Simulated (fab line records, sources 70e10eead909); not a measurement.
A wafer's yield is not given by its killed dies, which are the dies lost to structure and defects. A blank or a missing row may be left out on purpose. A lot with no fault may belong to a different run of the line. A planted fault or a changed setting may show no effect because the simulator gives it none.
fab line records	flow nand-harc
record: lots: 13	wafers: 39	last-day: 33
route steps=1302 shown A_BLC@1119 A_M0@1142 END@1302
lots that met no fault: taken from a fault-free run of the same line
start-h: start of the lot's first displayed wafer, in hours after the record's first day	wait-h: time in hours since the lot's previous step	" repeats the value in the row above	L1.1+2: one row covering several wafers at once	- either no value or no given start	* or withheld: withheld	< > ~ a bound
route shown NAME@n: names a module that has steps shown in the file, with the first one's number in the route	usual: average and standard deviation across the fault-free wafers	same: alike in all rows	chamber/n: place in a boat	sites: per-site readings	_std_site: standard deviation of those values	_edge_site: the outer-site mean with the inner-site mean subtracted	radius-mm: for every site, how far away it sits from the centre of the wafer	mask NAME#n: copy n	behind: tool/chamber where the wafer was last shaped	hold: what put the lot on hold/how long, in hours/how the hold closed	device: whichever transistor did not switch (one of n, p or np)	end of line: tests of these same wafers at the route's end	for a step that has no rows: nothing shown but its recipe	killed: the dies lost at the first sort to structure and to defects; this is not the yield of the wafer	map: per-die view of a wafer (x killed, . not killed, _ where there is no die)
set.NAME: the run value of the setting; set.NAME@STEP: its run value at that earlier step	model.NAME: the simulator's own value behind a step, which no gauge read
the route's steps for a sample of lots (tables are steps, rows are wafers)
services: from which hour (start-h, from the record's first day; less than 0 if before it) a tool's chamber was out of use, for how many hours, and why
== steps ==
step: NHARC_A_BLC_INSPECT_12
usual: raw-defect-count: 91/33
lot.wafer	tool	chamber	start-h	wait-h	raw-defect-count
L773.2	defect-inspect-02	-	526.42	0.0	97
L773.3	"	-	"	"	105
L773.6	"	-	"	"	105
L774.1	defect-inspect-01	-	527.62	0.0	59
L774.3	"	-	"	"	45
L774.6	"	-	"	"	45
L776.1	defect-inspect-01	-	544.45	0.0	50
L776.3	"	-	"	"	72
L776.5	"	-	"	"	59
L775.3	defect-inspect-02	-	545.51	0.0	71
L775.5	"	-	"	"	74
L775.6	"	-	"	"	79
L785.2	defect-inspect-02	-	632.18	0.0	91
L785.3	"	-	"	"	112
L785.4	"	-	"	"	78
L784.1	defect-inspect-01	-	635.07	0.0	107
L784.2	"	-	"	"	85
L784.6	"	-	"	"	74
L789.1	defect-inspect-02	-	673.63	0.0	137
L789.2	"	-	"	"	150
L789.6	"	-	"	"	127
L791.2	defect-inspect-01	-	713.02	0.0	119
L791.5	"	-	"	"	122
L791.6	"	-	"	"	104
L792.1	defect-inspect-02	-	720.38	0.0	107
L792.5	"	-	"	"	119
L792.6	"	-	"	"	98
L794.1	defect-inspect-02	-	728.38	0.0	92
L794.2	"	-	"	"	76
L794.3	"	-	"	"	81
L793.1	defect-inspect-02	-	729.44	0.0	97
L793.3	"	-	"	"	87
L793.6	"	-	"	"	78
L795.1	defect-inspect-01	-	750.65	0.0	84
L795.2	"	-	"	"	83
L795.6	"	-	"	"	76
L796.1	defect-inspect-01	-	751.21	0.0	73
L796.2	"	-	"	"	66
L796.3	"	-	"	"	68
step: NHARC_A_M0_SOFTBAKE_04
recipe: temp-c: 105	time-s: 55
usual: heater-power-total-W: 188.46/0.14
lot.wafer	tool	chamber	start-h	wait-h	heater-power-total-W
L773.2	litho-track-04	0	529	-	188.65
L773.3	"	0	"	"	188.69
L773.6	"	0	"	"	188.65
L774.1	litho-track-04	0	531	-	188.45
L774.3	"	0	"	"	188.29
L774.6	"	0	"	"	188.42
L776.1	litho-track-06	0	547	-	188.32
L776.3	"	0	"	"	188.45
L776.5	"	0	"	"	188.40
L775.3	litho-track-06	0	549	-	188.29
L775.5	"	0	"	"	188.80
L775.6	"	0	"	"	188.48
L785.2	litho-track-06	0	635	-	188.73
L785.3	"	0	"	"	323.02
L785.4	"	0	"	"	188.40
L784.1	litho-track-06	0	638	-	323.01
L784.2	"	0	"	"	188.44
L784.6	"	0	"	"	322.94
L789.1	litho-track-04	0	677	-	188.41
L789.2	"	0	"	"	188.53
L789.6	"	0	"	"	188.32
L791.2	litho-track-04	0	716	-	188.33
L791.5	"	0	"	"	188.26
L791.6	"	0	"	"	188.37
L792.1	litho-track-06	0	723	-	188.48
L792.5	"	0	"	"	188.50
L792.6	"	0	"	"	188.68
L794.1	litho-track-01	0	732	-	188.35
L794.2	"	0	"	"	188.33
L794.3	"	0	"	"	188.30
L793.1	litho-track-01	0	732	-	188.30
L793.3	"	0	"	"	188.44
L793.6	"	0	"	"	188.38
L795.1	litho-track-01	0	754	-	188.26
L795.2	"	0	"	"	188.47
L795.6	"	0	"	"	188.37
L796.1	litho-track-01	0	754	-	188.67
L796.2	"	0	"	"	188.32
L796.3	"	0	"	"	188.35
step: NHARC_A_M0_INSPECT_11
usual: raw-defect-count: 90/33
lot.wafer	tool	chamber	start-h	wait-h	raw-defect-count
L773.2	defect-inspect-01	-	530.48	0.0	96
L773.3	"	-	"	"	107
L773.6	"	-	"	"	105
L774.1	defect-inspect-02	-	531.69	0.0	59
L774.3	"	-	"	"	44
L774.6	"	-	"	"	42
L776.1	defect-inspect-02	-	548.47	0.0	50
L776.3	"	-	"	"	70
L776.5	"	-	"	"	60
L775.3	defect-inspect-02	-	549.59	0.0	71
L775.5	"	-	"	"	75
L775.6	"	-	"	"	80
L785.2	defect-inspect-01	-	636.09	0.0	92
L785.3	"	-	"	"	111
L785.4	"	-	"	"	77
L784.1	defect-inspect-02	-	639.24	0.0	107
L784.2	"	-	"	"	88
L784.6	"	-	"	"	74
L789.1	defect-inspect-01	-	677.85	0.0	142
L789.2	"	-	"	"	145
L789.6	"	-	"	"	125
L791.2	defect-inspect-01	-	717.05	0.0	115
L791.5	"	-	"	"	123
L791.6	"	-	"	"	104
L792.1	defect-inspect-01	-	724.43	0.0	110
L792.5	"	-	"	"	120
L792.6	"	-	"	"	97
L794.1	defect-inspect-01	-	732.95	0.0	88
L794.2	"	-	"	"	77
L794.3	"	-	"	"	80
L793.1	defect-inspect-02	-	733.46	0.0	95
L793.3	"	-	"	"	84
L793.6	"	-	"	"	81
L795.1	defect-inspect-01	-	754.69	0.0	82
L795.2	"	-	"	"	76
L795.6	"	-	"	"	74
L796.1	defect-inspect-01	-	755.16	0.0	71
L796.2	"	-	"	"	73
L796.3	"	-	"	"	63
step: NHARC_A_M0_ETCH_34
recipe: target-depth-a: 400	overetch-a: 120	time-s: 43.94	ion-energy-ev: 200	n2-flow-sccm: 150	h2-flow-sccm: 150	ar-flow-sccm: 0	rf-w: 400	bias-w: 150	chemistry: N2/H2
usual: bias-w: 150.0/0.45	drypump-motor-current-A: 5.9/0.34	oes-product-au: 1.002/0.011	rf-vpp-V: 430.1/2.2	showerhead-plenum-p-Torr: 2.03/0.072	throttle-valve-pct: 14.170/0.0087
lot.wafer	tool	chamber	start-h	wait-h	bias-w	drypump-motor-current-A	oes-product-au	rf-hours-counter-h	rf-vpp-V	showerhead-plenum-p-Torr	throttle-valve-pct
L773.2	rie-diel-10	3	530.62	0.1	149.7	5.3	1.020	5	430.4	2.06	14.167
L773.3	"	1	"	"	149.7	5.7	1.012	4	431.2	2.03	14.176
L773.6	"	3	"	"	150.4	5.3	1.007	-	431.6	2.06	14.173
L774.1	rie-diel-09	0	531.85	0.1	150.1	5.9	1.017	3	433.0	2.15	14.174
L774.3	"	1	"	"	149.7	6.0	1.023	2	427.2	1.92	14.169
L774.6	"	3	"	"	150.0	5.5	1.017	-	432.2	2.06	14.165
L776.3	rie-diel-09	0	548.63	0.1	150.2	5.9	1.006	4	432.4	2.15	14.185
L776.1	"	1	"	"	149.9	6.0	1.022	3	426.1	1.92	14.182
L776.5	"	3	"	"	150.2	5.5	1.013	-	429.6	2.06	14.157
L775.3	rie-diel-09	1	549.75	0.1	150.1	6.0	1.019	3	426.6	1.92	14.170
L775.5	"	2	"	"	150.0	6.3	0.999	-	431.8	2.08	14.165
L775.6	"	3	"	"	150.4	5.5	1.019	-	430.9	2.06	14.174
L785.3	rie-diel-09	2	636.23	0.1	149.7	6.3	0.974	10	431.0	2.08	14.169
L785.2	"	0	"	"	149.9	5.9	0.994	8	435.0	2.15	14.184
L785.4	"	1	"	"	150.7	6.0	1.000	9	428.6	1.92	14.179
L784.2	rie-diel-02	1	639.39	0.1	149.5	5.8	0.995	3	430.8	2.06	14.174
L784.1	"	3	"	"	150.6	6.1	1.000	3	426.7	1.91	14.160
L784.6	"	2	"	"	150.3	5.2	1.017	-	430.5	2.02	14.152
L789.2	rie-diel-02	1	678.02	0.1	149.4	5.8	1.000	6	430.2	2.06	14.169
L789.1	"	0	"	"	149.5	6.1	1.004	5	428.9	2.01	14.183
L789.6	"	1	"	"	150.3	5.8	1.011	-	432.1	2.06	14.180
L791.2	rie-diel-02	2	717.21	0.1	149.1	5.2	1.013	8	429.6	2.02	14.156
L791.6	"	3	"	"	149.3	6.1	1.000	-	425.6	1.91	14.179
L791.5	"	0	"	"	150.3	6.1	0.998	-	429.7	2.01	14.166
L792.1	rie-diel-02	1	724.59	0.1	150.4	5.8	1.000	8	430.4	2.06	14.182
L792.6	"	2	"	"	149.9	5.2	1.019	-	429.9	2.02	14.163
L792.5	"	3	"	"	150.1	6.1	1.008	-	427.6	1.91	14.169
L794.2	rie-diel-02	3	733.10	0.1	150.7	6.1	1.007	8	426.5	1.91	14.167
L794.1	"	0	"	"	149.5	6.1	1.010	7	429.9	2.01	14.161
L794.3	"	1	"	"	150.1	5.8	0.998	8	431.2	2.06	14.182
L793.1	rie-diel-02	1	733.62	0.1	149.3	5.8	1.000	8	429.6	2.06	14.164
L793.3	"	3	"	"	150.4	6.1	1.012	8	427.6	1.91	14.188
L793.6	"	0	"	"	149.9	6.1	1.004	-	428.0	2.01	14.162
L795.1	rie-diel-09	3	754.84	0.1	149.7	5.5	0.998	6	430.8	2.05	14.173
L795.2	"	0	"	"	149.3	5.9	1.008	5	434.5	2.15	14.177
L795.6	"	2	"	"	150.6	6.2	0.989	-	431.3	2.08	14.161
L796.2	rie-diel-09	3	755.44	0.2	149.6	5.5	0.994	6	431.1	2.05	14.164
L796.1	"	0	"	"	150.4	6.0	1.004	5	435.2	2.15	14.177
L796.3	"	1	"	"	150.3	6.0	0.998	5	425.7	1.91	14.179
step: NHARC_END_SORT_01
recipe: temp-c: 25
usual: defect-limited-yield: 89.8/2.9	killed-at-array: 65/19	killed-at-other: 0.9/1.1	killed-at-periphery: 3.5/2.3	killed-dies: 69/19	killed-open: 3.2/1.8	killed-short: 2.4/1.5
same: gross-dies: 677
lot.wafer	tool	chamber	start-h	wait-h	defect-limited-yield[%]	killed-at-array	killed-at-other	killed-at-periphery	killed-dies	killed-open	killed-short
L773.2	prober-01	0	574.76	2.8	91.3	55	0	4	59	2	1
L773.3	prober-01	0	575.55	3.1	90.7	60	0	3	63	3	2
L773.6	prober-01	0	577.93	4.0	90.8	59	1	2	62	2	1
L774.1	prober-02	0	577.48	2.5	92.2	50	0	3	53	2	4
L774.3	prober-02	0	579.07	3.1	93.4	34	1	10	45	3	4
L774.6	prober-02	0	581.47	4.0	94.1	32	0	8	40	5	1
L776.1	prober-02	0	587.53	2.5	93.1	43	1	3	47	2	3
L776.3	prober-02	0	589.12	3.1	91.1	55	1	4	60	4	1
L776.5	prober-02	0	590.71	3.7	92.8	44	3	2	49	1	2
L775.3	prober-01	0	589.14	3.1	91.7	53	0	3	56	3	3
L775.5	prober-01	0	590.74	3.7	90.0	61	0	7	68	5	4
L775.6	prober-01	0	591.54	4.0	90.3	65	0	1	66	2	4
L784.1	prober-02	0	676.07	2.5	91.1	58	1	1	60	1	3
L784.2	prober-02	0	676.88	2.8	90.8	60	1	1	62	2	6
L784.6	prober-02	0	680.12	4.1	93.2	43	1	2	46	2	1
L785.2	prober-01	0	676.87	2.8	88.5	72	1	5	78	4	5
L785.3	prober-01	0	677.68	3.1	88.5	76	0	2	78	2	1
L785.4	prober-01	0	678.50	3.4	90.4	62	1	2	65	4	3
L789.1	prober-01	0	722.63	2.5	84.2	101	0	6	107	2	2
L789.2	prober-01	0	723.42	2.8	84.8	99	0	4	103	2	3
L789.6	prober-01	0	726.59	4.0	86.0	86	0	9	95	2	4
L791.2	prober-01	0	762.22	2.8	87.0	84	3	1	88	8	2
L791.5	prober-01	0	764.64	3.7	86.6	88	1	2	91	3	1
L791.6	prober-01	0	765.45	4.0	88.0	74	1	6	81	2	5
L794.1	prober-01	0	772.11	2.5	87.9	75	3	4	82	5	3
L794.2	prober-01	0	772.92	2.8	90.4	62	1	2	65	1	3
L794.3	prober-01	0	773.72	3.1	90.0	66	1	1	68	2	3
L792.1	prober-02	0	772.15	2.5	86.9	82	4	3	89	4	3
L792.5	prober-02	0	775.32	3.7	86.3	86	2	5	93	2	1
L792.6	prober-02	0	776.12	4.0	87.3	78	4	4	86	6	6
L793.1	prober-02	0	779.92	2.5	90.4	59	2	4	65	7	2
L793.3	prober-02	0	781.51	3.1	89.5	64	2	5	71	6	1
L793.6	prober-02	0	783.89	4.0	90.4	65	0	0	65	3	5
L796.1	prober-01	0	793.23	2.5	90.8	59	1	2	62	0	3
L796.2	prober-01	0	794.02	2.8	92.0	50	2	2	54	1	1
L796.3	prober-01	0	794.81	3.1	91.4	55	1	2	58	6	2
L795.1	prober-02	0	793.28	2.5	91.1	60	0	0	60	1	0
L795.2	prober-02	0	794.07	2.8	89.5	68	1	2	71	6	4
L795.6	prober-02	0	797.25	4.0	92.2	52	0	1	53	3	1
killed by level:class
L773.2 A_CHANNEL_HOLE_D2:chamber-film-flake=32 A_CHANNEL_HOLE_D1:chamber-film-flake=18 P_STI:chamber-film-flake=2 A_STAIRCASE:chamber-film-flake=2 P_M1:geometric-particle:short=1 A_ONON_D2:geometric-particle:open=1 A_CONTACT:geometric-particle:open=1 P_BONDPAD:chamber-film-flake=1
L773.3 A_CHANNEL_HOLE_D2:chamber-film-flake=26 A_CHANNEL_HOLE_D1:chamber-film-flake=22 P_GATE:chamber-film-flake=2 A_STAIRCASE:chamber-film-flake=2 A_WL_FILL:chamber-film-flake=2 A_CONTACT:chamber-film-flake=2 A_SOURCE_PLATE:geometric-particle:open=1 A_DECK1_JOINT:geometric-particle:short=1
L774.1 A_SLIT:chamber-film-flake=26 A_CHANNEL_HOLE_D2:chamber-film-flake=8 A_CHANNEL_HOLE_D1:chamber-film-flake=3 A_CHANNEL_FILL_D1:chamber-film-flake=3 A_CONTACT:chamber-film-flake=3 A_ONON_D2:geometric-particle:short=2 P_CONTACT:chamber-film-flake=2 P_M0:geometric-particle:open=1
L773.6 A_CHANNEL_HOLE_D1:chamber-film-flake=28 A_CHANNEL_HOLE_D2:chamber-film-flake=23 A_CONTACT:chamber-film-flake=4 A_CHANNEL_FILL_D2:geometric-particle:open=1 A_M0:geometric-particle:open=1 STARTING-WAFER:geometric-particle:short=1 P_ZERO_WELL:chamber-film-flake=1 P_STI:chamber-film-flake=1
L774.3 A_SLIT:chamber-film-flake=22 A_CHANNEL_HOLE_D2:chamber-film-flake=5 P_CONTACT:chamber-film-flake=4 P_STI:chamber-film-flake=3 A_ONON_D1:geometric-particle:open=2 P_M2:geometric-particle:short=1 A_ONON_D1:geometric-particle:short=1 A_DECK1_JOINT:geometric-particle:open=1
L774.6 A_SLIT:chamber-film-flake=20 P_CONTACT:chamber-film-flake=3 A_STAIRCASE:chamber-film-flake=2 A_CHANNEL_HOLE_D2:chamber-film-flake=2 A_CONTACT:chamber-film-flake=2 P_CONTACT:geometric-particle:open=1 P_M0:geometric-particle:open=1 A_ONON_D1:geometric-particle:open=1
L776.1 A_SLIT:chamber-film-flake=20 A_CHANNEL_HOLE_D2:chamber-film-flake=7 A_CONTACT:chamber-film-flake=6 A_WL_FILL:chamber-film-flake=3 P_GATE:chamber-film-flake=2 A_CHANNEL_HOLE_D1:chamber-film-flake=2 P_CONTACT:geometric-particle:open=1 A_SGD_CUT:geometric-particle:open=1
L776.3 A_SLIT:chamber-film-flake=24 A_CHANNEL_HOLE_D2:chamber-film-flake=13 A_CONTACT:chamber-film-flake=10 A_STAIRCASE:chamber-film-flake=3 A_WL_FILL:geometric-particle:open=2 A_WL_FILL:chamber-film-flake=2 P_GATE:geometric-particle:open=1 P_M0:geometric-particle:open=1
L775.3 A_CHANNEL_HOLE_D1:chamber-film-flake=34 A_CHANNEL_HOLE_D2:chamber-film-flake=7 A_CONTACT:chamber-film-flake=4 A_ONON_D2:geometric-particle:open=2 P_M2:geometric-particle:open=1 A_CHANNEL_HOLE_D1:geometric-particle:short=1 A_ONON_D2:geometric-particle:short=1 A_CHANNEL_FILL_D2:geometric-particle:short=1
L776.5 A_SLIT:chamber-film-flake=19 A_CHANNEL_HOLE_D2:chamber-film-flake=9 A_CONTACT:chamber-film-flake=5 A_CHANNEL_HOLE_D1:chamber-film-flake=3 HYBRID_BOND:chamber-film-flake=3 A_STAIRCASE:chamber-film-flake=3 A_SOURCE_PLATE:geometric-particle:short=1 A_CHANNEL_FILL_D1:geometric-particle:short=1
L775.5 A_CHANNEL_HOLE_D1:chamber-film-flake=35 A_CHANNEL_HOLE_D2:chamber-film-flake=12 A_CONTACT:chamber-film-flake=4 A_STAIRCASE:chamber-film-flake=3 P_CONTACT:chamber-film-flake=2 P_STI:geometric-particle:open=1 P_CONTACT:geometric-particle:short=1 P_CONTACT:geometric-particle:open=1
L775.6 A_CHANNEL_HOLE_D1:chamber-film-flake=35 A_CHANNEL_HOLE_D2:chamber-film-flake=16 A_STAIRCASE:chamber-film-flake=3 A_CONTACT:chamber-film-flake=3 A_WL_FILL:geometric-particle:short=2 A_WL_FILL:chamber-film-flake=2 P_M0:geometric-particle:short=1 A_CHANNEL_FILL_D1:geometric-particle:open=1
L784.1 A_SLIT:chamber-film-flake=29 A_CHANNEL_HOLE_D2:chamber-film-flake=14 A_CHANNEL_HOLE_D1:chamber-film-flake=3 A_CONTACT:chamber-film-flake=3 A_CHANNEL_FILL_D1:chamber-film-flake=2 A_WL_FILL:chamber-film-flake=2 A_ONON_D1:geometric-particle:short=1 A_DECK1_JOINT:geometric-particle:short=1
L785.2 A_CHANNEL_HOLE_D1:chamber-film-flake=33 A_CHANNEL_HOLE_D2:chamber-film-flake=19 A_STAIRCASE:chamber-film-flake=5 A_CONTACT:chamber-film-flake=5 A_CHANNEL_FILL_D1:geometric-particle:short=3 P_ZERO_WELL:chamber-film-flake=2 P_STI:chamber-film-flake=2 P_GATE:geometric-particle:open=1
L784.2 A_SLIT:chamber-film-flake=30 A_CHANNEL_HOLE_D2:chamber-film-flake=11 A_CHANNEL_HOLE_D1:chamber-film-flake=6 A_ONON_D2:geometric-particle:short=2 A_ONON_D1:geometric-particle:short=1 A_CHANNEL_HOLE_D1:geometric-particle:short=1 A_CHANNEL_FILL_D1:geometric-particle:short=1 A_ONON_D2:geometric-particle:open=1
L785.3 A_CHANNEL_HOLE_D1:chamber-film-flake=37 A_CHANNEL_HOLE_D2:chamber-film-flake=18 A_CONTACT:chamber-film-flake=10 A_STAIRCASE:chamber-film-flake=4 A_WL_FILL:chamber-film-flake=4 P_CONTACT:geometric-particle:open=1 P_M0:geometric-particle:open=1 A_CHANNEL_FILL_D2:geometric-particle:short=1
L785.4 A_CHANNEL_HOLE_D1:chamber-film-flake=32 A_CHANNEL_HOLE_D2:chamber-film-flake=19 A_CHANNEL_FILL_D1:geometric-particle:short=2 A_STAIRCASE:chamber-film-flake=2 A_CONTACT:chamber-film-flake=2 P_CONTACT:geometric-particle:open=1 P_M1:geometric-particle:open=1 A_ONON_D2:geometric-particle:open=1
L784.6 A_SLIT:chamber-film-flake=26 A_CHANNEL_HOLE_D2:chamber-film-flake=9 A_CHANNEL_HOLE_D1:chamber-film-flake=3 A_CONTACT:chamber-film-flake=2 P_GATE:geometric-particle:open=1 A_CHANNEL_FILL_D2:geometric-particle:short=1 A_WL_FILL:geometric-particle:open=1 P_GATE:chamber-film-flake=1
L789.1 A_CHANNEL_HOLE_D1:chamber-film-flake=37 A_SLIT:chamber-film-flake=33 A_CHANNEL_HOLE_D2:chamber-film-flake=21 P_BONDPAD:chamber-film-flake=5 A_CONTACT:chamber-film-flake=3 A_DECK1_JOINT:chamber-film-flake=2 A_STAIRCASE:chamber-film-flake=2 P_GATE:geometric-particle:open=1
L789.2 A_SLIT:chamber-film-flake=37 A_CHANNEL_HOLE_D1:chamber-film-flake=31 A_CHANNEL_HOLE_D2:chamber-film-flake=21 P_BONDPAD:chamber-film-flake=4 A_CONTACT:chamber-film-flake=3 A_M0:geometric-particle:short=2 A_ONON_D2:geometric-particle:short=1 A_WL_FILL:geometric-particle:open=1
L789.6 A_CHANNEL_HOLE_D1:chamber-film-flake=32 A_SLIT:chamber-film-flake=30 A_CHANNEL_HOLE_D2:chamber-film-flake=18 P_BONDPAD:chamber-film-flake=5 A_CHANNEL_FILL_D2:geometric-particle:short=2 A_WL_FILL:geometric-particle:short=2 P_M0:geometric-particle:open=1 A_M0:geometric-particle:open=1
L791.2 A_CHANNEL_HOLE_D1:chamber-film-flake=32 A_SLIT:chamber-film-flake=31 THIN_TSV:chamber-film-flake=3 A_ONON_D1:geometric-particle:open=2 A_CHANNEL_FILL_D1:geometric-particle:open=2 A_DECK1_JOINT:chamber-film-flake=2 A_STAIRCASE:chamber-film-flake=2 A_WL_FILL:chamber-film-flake=2
L791.5 A_CHANNEL_HOLE_D1:chamber-film-flake=37 A_SLIT:chamber-film-flake=35 A_CONTACT:chamber-film-flake=6 A_STAIRCASE:chamber-film-flake=4 P_M0:geometric-particle:short=1 A_ONON_D2:geometric-particle:open=1 A_CHANNEL_FILL_D2:geometric-particle:open=1 A_WL_FILL:geometric-particle:open=1
L791.6 A_SLIT:chamber-film-flake=33 A_CHANNEL_HOLE_D1:chamber-film-flake=27 A_CONTACT:chamber-film-flake=5 P_ZERO_WELL:chamber-film-flake=3 A_CHANNEL_FILL_D1:chamber-film-flake=2 P_CONTACT:geometric-particle:open=1 A_SOURCE_PLATE:geometric-particle:short=1 A_ONON_D1:geometric-particle:short=1
L794.1 A_CHANNEL_HOLE_D2:chamber-film-flake=36 A_CHANNEL_HOLE_D1:chamber-film-flake=19 A_SLIT:chamber-film-flake=7 A_STAIRCASE:chamber-film-flake=5 P_BONDPAD:chamber-film-flake=3 A_CONTACT:geometric-particle:open=2 A_CONTACT:chamber-film-flake=2 A_ONON_D2:geometric-particle:short=1
L792.1 A_CHANNEL_HOLE_D1:chamber-film-flake=32 A_CHANNEL_HOLE_D2:chamber-film-flake=30 A_SLIT:chamber-film-flake=7 A_STAIRCASE:chamber-film-flake=4 A_WL_FILL:chamber-film-flake=3 THIN_TSV:chamber-film-flake=3 P_CONTACT:geometric-particle:short=1 A_ONON_D1:geometric-particle:open=1
L794.2 A_CHANNEL_HOLE_D2:chamber-film-flake=29 A_CHANNEL_HOLE_D1:chamber-film-flake=15 A_SLIT:chamber-film-flake=8 A_STAIRCASE:chamber-film-flake=4 P_GATE:chamber-film-flake=2 A_WL_FILL:chamber-film-flake=2 A_CHANNEL_HOLE_D1:geometric-particle:short=1 A_CHANNEL_FILL_D1:geometric-particle:short=1
L794.3 A_CHANNEL_HOLE_D2:chamber-film-flake=32 A_SLIT:chamber-film-flake=14 A_CHANNEL_HOLE_D1:chamber-film-flake=8 A_STAIRCASE:chamber-film-flake=3 A_CONTACT:chamber-film-flake=3 A_BLC:geometric-particle:open=2 A_ONON_D2:geometric-particle:short=1 A_CHANNEL_HOLE_D2:geometric-particle:short=1
L792.5 A_CHANNEL_HOLE_D1:chamber-film-flake=37 A_CHANNEL_HOLE_D2:chamber-film-flake=31 A_CONTACT:chamber-film-flake=7 P_GATE:chamber-film-flake=3 A_SLIT:chamber-film-flake=3 A_STAIRCASE:chamber-film-flake=2 A_WL_FILL:chamber-film-flake=2 THIN_TSV:chamber-film-flake=2
L792.6 A_CHANNEL_HOLE_D1:chamber-film-flake=34 A_CHANNEL_HOLE_D2:chamber-film-flake=22 A_SLIT:chamber-film-flake=5 A_CONTACT:chamber-film-flake=5 THIN_TSV:chamber-film-flake=4 A_ONON_D2:geometric-particle:short=2 A_CHANNEL_FILL_D2:geometric-particle:open=2 A_M0:geometric-particle:short=2
L793.1 A_SLIT:chamber-film-flake=29 A_CHANNEL_HOLE_D1:chamber-film-flake=16 A_CONTACT:chamber-film-flake=4 P_M0:geometric-particle:open=1 P_M2:geometric-particle:open=1 A_CHANNEL_FILL_D1:geometric-particle:open=1 A_CHANNEL_HOLE_D2:geometric-particle:open=1 A_SGD_CUT:geometric-particle:open=1
L793.3 A_SLIT:chamber-film-flake=32 A_CHANNEL_HOLE_D1:chamber-film-flake=18 A_CONTACT:chamber-film-flake=5 P_M2:chamber-film-flake=4 A_M1:geometric-particle:open=2 A_CHANNEL_HOLE_D2:chamber-film-flake=2 THIN_TSV:chamber-film-flake=2 P_M2:geometric-particle:open=1
L793.6 A_SLIT:chamber-film-flake=33 A_CHANNEL_HOLE_D1:chamber-film-flake=17 A_STAIRCASE:chamber-film-flake=4 A_CHANNEL_FILL_D2:geometric-particle:short=3 A_CHANNEL_FILL_D2:geometric-particle:open=2 A_CONTACT:chamber-film-flake=2 A_CHANNEL_FILL_D1:geometric-particle:short=1 A_SGD_CUT:geometric-particle:open=1
L796.1 A_CHANNEL_HOLE_D2:chamber-film-flake=32 A_SLIT:chamber-film-flake=13 A_CONTACT:chamber-film-flake=8 P_GATE:chamber-film-flake=2 A_STAIRCASE:chamber-film-flake=2 A_CHANNEL_FILL_D2:geometric-particle:short=1 A_WL_FILL:geometric-particle:short=1 STARTING-WAFER:geometric-particle:short=1
L795.1 A_SLIT:chamber-film-flake=34 A_CONTACT:chamber-film-flake=14 A_CHANNEL_HOLE_D2:chamber-film-flake=4 A_STAIRCASE:chamber-film-flake=4 A_CHANNEL_HOLE_D1:chamber-film-flake=2 A_SGD_CUT:geometric-particle:open=1 A_CHANNEL_FILL_D1:chamber-film-flake=1
L796.2 A_CHANNEL_HOLE_D2:chamber-film-flake=30 A_STAIRCASE:chamber-film-flake=9 A_SLIT:chamber-film-flake=4 A_BLC:chamber-film-flake=2 THIN_TSV:chamber-film-flake=2 A_DECK1_JOINT:geometric-particle:open=1 A_CHANNEL_HOLE_D2:geometric-particle:short=1 P_STI:chamber-film-flake=1
L795.2 A_SLIT:chamber-film-flake=36 A_CONTACT:chamber-film-flake=10 A_STAIRCASE:chamber-film-flake=5 A_CHANNEL_HOLE_D2:chamber-film-flake=4 A_CHANNEL_HOLE_D1:unspecified=3 A_ONON_D1:geometric-particle:short=2 A_M0:geometric-particle:open=2 A_DECK1_JOINT:geometric-particle:short=1
L796.3 A_CHANNEL_HOLE_D2:chamber-film-flake=31 A_SLIT:chamber-film-flake=8 A_CONTACT:chamber-film-flake=5 A_WL_FILL:geometric-particle:short=2 A_M0:geometric-particle:open=2 P_M0:geometric-particle:open=1 A_SOURCE_PLATE:geometric-particle:open=1 A_CHANNEL_HOLE_D2:geometric-particle:open=1
L795.6 A_SLIT:chamber-film-flake=30 A_STAIRCASE:chamber-film-flake=6 A_CONTACT:chamber-film-flake=6 A_CHANNEL_HOLE_D1:chamber-film-flake=3 A_CHANNEL_HOLE_D1:unspecified=2 P_CONTACT:geometric-particle:open=1 A_CHANNEL_FILL_D1:geometric-particle:open=1 A_CHANNEL_FILL_D2:geometric-particle:short=1
== services ==
tool	chamber	start-h	hours	kind
rie-diel-09	0	506.44	-	clean
rie-diel-09	1	506.44	-	clean
litho-track-06	-	529.00	7.0	pm
litho-track-04	-	553.00	7.0	pm
rie-diel-09	0	562.94	9.2	repair
rie-diel-09	2	563.25	4.7	repair
rie-diel-02	-	570.70	9.0	pm
rie-diel-02	-	586.51	1.9	repair
rie-diel-10	-	596.50	9.0	pm
rie-diel-09	2	615.29	6.3	repair
rie-diel-02	0	616.43	16.0	repair
rie-diel-02	1	626.41	2.0	repair
rie-diel-02	3	628.43	9.5	repair
rie-diel-09	0	642.59	2.4	repair
rie-diel-09	0	645.23	2.1	repair
rie-diel-02	2	669.11	2.5	repair
rie-diel-09	-	674.44	9.0	pm
rie-diel-02	2	677.64	2.0	repair
litho-track-01	-	680.00	7.0	pm
rie-diel-02	-	700.29	0.9	repair
litho-track-06	-	704.00	7.0	pm
rie-diel-10	2	726.55	14.0	repair
litho-track-04	-	728.00	7.0	pm
rie-diel-02	-	747.70	9.0	pm
== key ==
first-sign: step: NHARC_A_M0_SOFTBAKE_04	reading: heater-power-total-W	direction: up	sigmas: 99+	usual: *	struck: *
effect none on later readings
met-at NHARC_A_M0_SOFTBAKE_04
struck-lots L784,L785
struck-wafers L784.1,L784.6,L785.3
not-acting-at NHARC_A_BLC_INSPECT_12,NHARC_A_M0_INSPECT_11,NHARC_A_M0_ETCH_34
onset-between 549 635
fault: kind: process-parameter-drift	tool: litho-track-06	chamber: -	onset-h: 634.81	steps: NHARC_A_M0_SOFTBAKE_04	channel: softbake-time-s	offset: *	shape: step	end-h: 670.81	scope: struck-wafers-only	acts-in: *	stated: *
